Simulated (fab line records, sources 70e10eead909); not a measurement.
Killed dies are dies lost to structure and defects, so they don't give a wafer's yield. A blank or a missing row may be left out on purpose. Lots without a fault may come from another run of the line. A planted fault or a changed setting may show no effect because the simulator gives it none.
Chamber matching | flow nand_harc | NHARC_A_ONON_D1_DEP_33 on pecvd-02: 3 sister chambers
The step deposits SiO2, target thk 200 nm. 3 wafers are shown with their chamber, then 7 later ones without.

WAFERS WITH THEIR CHAMBER
wafer  | chamber | heater_power_w (W)
L233.3 | 0       | 531
L244.5 | 2       | 406
L242.1 | 1       | 473

WAFERS WITHOUT THEIR CHAMBER
wafer  | heater_power_w (W)
L242.4 | 480
L250.1 | 456
L250.3 | 609
L250.5 | 476
L252.2 | 617
L252.3 | 434
L252.4 | 608

WHICH CHAMBER EACH WENT THROUGH
wafer  | from the rows above          | in truth
L242.4 | can't be placed: 1 or 0 or 2 | 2
L250.1 | can't be placed: 1 or 2 or 0 | 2
L250.3 | can't be placed: 0 or 1      | 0
L250.5 | can't be placed: 1 or 0 or 2 | 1
L252.2 | can't be placed: 0 or 1      | 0
L252.3 | can't be placed: 2 or 1 or 0 | 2
L252.4 | can't be placed: 0 or 1      | 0
Placed correctly: 0 of 7. Can't be placed from these rows: 7 (the true chamber is among the candidates in 7). Placed wrongly: 0.
How it was worked out, from the rows above alone: a wafer's distance from a chamber is the root of the sum, over the readings, of the square of ((its reading less the chamber's mean) divided by the reading's scatter). The wafer belongs to the nearest chamber; if the next one is less than 2 further off, it can't be placed. A chamber's mean is the mean of its shown wafers. The scatter: with one shown wafer a chamber, the root of the mean of the squares of how far each hidden wafer lies from its nearest shown one.
